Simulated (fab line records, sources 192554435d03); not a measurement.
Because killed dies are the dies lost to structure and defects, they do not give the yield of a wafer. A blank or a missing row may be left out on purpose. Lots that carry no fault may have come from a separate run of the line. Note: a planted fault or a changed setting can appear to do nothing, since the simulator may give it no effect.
Split-lot trial || flow n5Finfet || on a route of 1938 steps: 7 lots, 21 wafers read

## ON THE SPLIT
At N5_BEOL_M2_COAT_62 (time 60 s, resist thk 12 nm), the setting spinRpm was moved away from the recipe's 1500 rpm on 6 of the 21 wafers read, by -7.9% to +11.2%. For the rest of the wafers, this setting stayed at what the recipe calls for.

## FROM THE SPLIT TO THE READING: what the file shows between them, 2 steps
- N5_BEOL_M2_ETCH_74: etches underlayer in N2/H2, target depth 6.5 nm, time 5.2 s (also split here: sourceW)
- N5_BEOL_M2_ETCH_63: etches SiARC in CF4, target depth 15.6 nm, time 26 s

## THE READING
SiARC_of_BEOL_M2_COAT_62.thkNm (the simulator's own value, which no gauge read), in nm, at N5_BEOL_M2_ETCH_64 (etches SOC in N2/H2, target depth 75 nm, overetch 22.5 nm, time 121.9 s). The file gives no usual value for it. Across the 15 wafers here that went through the recipe, the average is 6.3 nm and the standard deviation 0.1 nm.

{"wafer": "L074.2", "tool, chamber at the split": "lithoTrack-03, 0", "spinRpm as run, rpm": 1399, "against the recipe": "-6.7%", "SiARC_of_BEOL_M2_COAT_62.thkNm, nm": 6.8, "against lot-mates on the recipe": "+0.6"}
{"wafer": "L074.3", "tool, chamber at the split": "lithoTrack-03, 0", "spinRpm as run, rpm": 1399, "against the recipe": "-6.7%", "SiARC_of_BEOL_M2_COAT_62.thkNm, nm": 6.8, "against lot-mates on the recipe": "+0.6"}
{"wafer": "L074.4", "tool, chamber at the split": "lithoTrack-03, 0", "spinRpm as run, rpm": 1500, "against the recipe": "recipe", "SiARC_of_BEOL_M2_COAT_62.thkNm, nm": 6.2, "against lot-mates on the recipe": "-"}
{"wafer": "L076.1", "tool, chamber at the split": "lithoTrack-01, 0", "spinRpm as run, rpm": 1500, "against the recipe": "recipe", "SiARC_of_BEOL_M2_COAT_62.thkNm, nm": 6.4, "against lot-mates on the recipe": "-"}
{"wafer": "L076.3", "tool, chamber at the split": "lithoTrack-01, 0", "spinRpm as run, rpm": 1500, "against the recipe": "recipe", "SiARC_of_BEOL_M2_COAT_62.thkNm, nm": 6.2, "against lot-mates on the recipe": "-"}
{"wafer": "L076.6", "tool, chamber at the split": "lithoTrack-01, 0", "spinRpm as run, rpm": 1668, "against the recipe": "+11.2%", "SiARC_of_BEOL_M2_COAT_62.thkNm, nm": 5.8, "against lot-mates on the recipe": -0.5}
{"wafer": "L082.1", "tool, chamber at the split": "lithoTrack-03, 0", "spinRpm as run, rpm": 1500, "against the recipe": "recipe", "SiARC_of_BEOL_M2_COAT_62.thkNm, nm": 6.2, "against lot-mates on the recipe": "-"}
{"wafer": "L082.4", "tool, chamber at the split": "lithoTrack-03, 0", "spinRpm as run, rpm": 1666, "against the recipe": "+11.1%", "SiARC_of_BEOL_M2_COAT_62.thkNm, nm": 5.8, "against lot-mates on the recipe": -0.5}
{"wafer": "L082.5", "tool, chamber at the split": "lithoTrack-03, 0", "spinRpm as run, rpm": 1500, "against the recipe": "recipe", "SiARC_of_BEOL_M2_COAT_62.thkNm, nm": 6.4, "against lot-mates on the recipe": "-"}
{"wafer": "L086.2", "tool, chamber at the split": "lithoTrack-01, 0", "spinRpm as run, rpm": 1500, "against the recipe": "recipe", "SiARC_of_BEOL_M2_COAT_62.thkNm, nm": 6.4, "against lot-mates on the recipe": "-"}
{"wafer": "L086.5", "tool, chamber at the split": "lithoTrack-01, 0", "spinRpm as run, rpm": 1500, "against the recipe": "recipe", "SiARC_of_BEOL_M2_COAT_62.thkNm, nm": 6.4, "against lot-mates on the recipe": "-"}
{"wafer": "L086.6", "tool, chamber at the split": "lithoTrack-01, 0", "spinRpm as run, rpm": 1382, "against the recipe": "-7.9%", "SiARC_of_BEOL_M2_COAT_62.thkNm, nm": 7, "against lot-mates on the recipe": "+0.6"}
{"wafer": "L094.2", "tool, chamber at the split": "lithoTrack-03, 0", "spinRpm as run, rpm": 1445, "against the recipe": "-3.7%", "SiARC_of_BEOL_M2_COAT_62.thkNm, nm": 6.4, "against lot-mates on the recipe": "+0.0"}
{"wafer": "L094.3", "tool, chamber at the split": "lithoTrack-03, 0", "spinRpm as run, rpm": 1500, "against the recipe": "recipe", "SiARC_of_BEOL_M2_COAT_62.thkNm, nm": 6.4, "against lot-mates on the recipe": "-"}
{"wafer": "L094.4", "tool, chamber at the split": "lithoTrack-03, 0", "spinRpm as run, rpm": 1500, "against the recipe": "recipe", "SiARC_of_BEOL_M2_COAT_62.thkNm, nm": 6.4, "against lot-mates on the recipe": "-"}
{"wafer": "L095.2", "tool, chamber at the split": "lithoTrack-03, 0", "spinRpm as run, rpm": 1500, "against the recipe": "recipe", "SiARC_of_BEOL_M2_COAT_62.thkNm, nm": 6.2, "against lot-mates on the recipe": "-"}
{"wafer": "L095.4", "tool, chamber at the split": "lithoTrack-03, 0", "spinRpm as run, rpm": 1500, "against the recipe": "recipe", "SiARC_of_BEOL_M2_COAT_62.thkNm, nm": 6.2, "against lot-mates on the recipe": "-"}
{"wafer": "L095.5", "tool, chamber at the split": "lithoTrack-03, 0", "spinRpm as run, rpm": 1500, "against the recipe": "recipe", "SiARC_of_BEOL_M2_COAT_62.thkNm, nm": 6.2, "against lot-mates on the recipe": "-"}
{"wafer": "L097.1", "tool, chamber at the split": "lithoTrack-01, 0", "spinRpm as run, rpm": 1500, "against the recipe": "recipe", "SiARC_of_BEOL_M2_COAT_62.thkNm, nm": 6.4, "against lot-mates on the recipe": "-"}
{"wafer": "L097.3", "tool, chamber at the split": "lithoTrack-01, 0", "spinRpm as run, rpm": 1500, "against the recipe": "recipe", "SiARC_of_BEOL_M2_COAT_62.thkNm, nm": 6.4, "against lot-mates on the recipe": "-"}
{"wafer": "L097.6", "tool, chamber at the split": "lithoTrack-01, 0", "spinRpm as run, rpm": 1500, "against the recipe": "recipe", "SiARC_of_BEOL_M2_COAT_62.thkNm, nm": 6.2, "against lot-mates on the recipe": "-"}

FIT RESULTS
A straight line over all 21 wafers: SiARC_of_BEOL_M2_COAT_62.thkNm changes by -0.0571 nm for each +1% of spinRpm; r = -0.92; the points scatter about the line by 0.12 nm.
The same after taking each lot's own level away (the mean of its wafers on the recipe; 21 wafers): -0.0576 nm for each +1%; r = -0.92; scatter 0.11 nm.
On that fit, the largest move of spinRpm shifts the reading by 0.65 nm.
From 6.20 to 6.40 nm: that is the span of the lots' own levels, equal to 2.0 times the standard deviation above.
The two slopes agree, so the slope changes little with the lot-to-lot level.
Check: for one of the wafers moved furthest among these (+11.2%), held out of the fit, the line's prediction against its lot-mates is -0.679 nm. It came out at -0.5 nm against them.

## OTHER SPLITS ON THESE WAFERS
Before the reading, these wafers also passed through other splits. Each is held against what the fit with the lots' levels taken away leaves over:
{"other split on the same wafers": "N5_BEOL_M0_SAQP_EXPOSE_11 doseMj", "wafers away from the commonest value": 6, "r with SiARC_of_BEOL_M2_COAT_62.thkNm (lot level and that fit taken away)": -0.18}
{"other split on the same wafers": "N5_BEOL_M1_ETCH_64 sourceW", "wafers away from the commonest value": 5, "r with SiARC_of_BEOL_M2_COAT_62.thkNm (lot level and that fit taken away)": "+0.13"}
{"other split on the same wafers": "N5_BEOL_M1_COAT_68 spinRpm", "wafers away from the commonest value": 7, "r with SiARC_of_BEOL_M2_COAT_62.thkNm (lot level and that fit taken away)": "+0.13"}
{"other split on the same wafers": "N5_BEOL_M2_ETCH_74 sourceW", "wafers away from the commonest value": 9, "r with SiARC_of_BEOL_M2_COAT_62.thkNm (lot level and that fit taken away)": -0.44}

## THE WHOLE CHAIN: every reading that the file lists as answering this split, in the file's order
{"step": "N5_BEOL_M2_COAT_62", "what it does": "time 60 s, resist thk 12 nm", "reading": "SiARC_of_BEOL_M2_COAT_62.thkNm (the simulator's own value, which no gauge read)", "change (the file's fit)": "-0.0584 nm for each +1% of the setting", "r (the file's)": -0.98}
{"step": "N5_BEOL_M2_ETCH_63", "what it does": "etches SiARC in CF4, target depth 15.6 nm, time 26 s", "reading": "etchRfOnTimeS", "change (the file's fit)": "withheld for each +1% of the setting", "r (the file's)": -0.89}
{"step": "N5_BEOL_M2_ETCH_63", "what it does": "etches SiARC in CF4, target depth 15.6 nm, time 26 s", "reading": "etch.depthNm (the simulator's own value, which no gauge read)", "change (the file's fit)": "-0.058 nm for each +1% of the setting", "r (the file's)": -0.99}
{"step": "N5_BEOL_M2_ETCH_64", "what it does": "etches SOC in N2/H2, target depth 75 nm, overetch 22.5 nm, time 121.9 s", "reading": "SiARC_of_BEOL_M2_COAT_62.thkNm (the simulator's own value, which no gauge read)", "change (the file's fit)": "-0.054 nm for each +1% of the setting", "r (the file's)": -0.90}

## THE FILE'S OWN FIT
SiARC_of_BEOL_M2_COAT_62.thkNm changes by -0.054 nm for each +1% of spinRpm, r = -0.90.
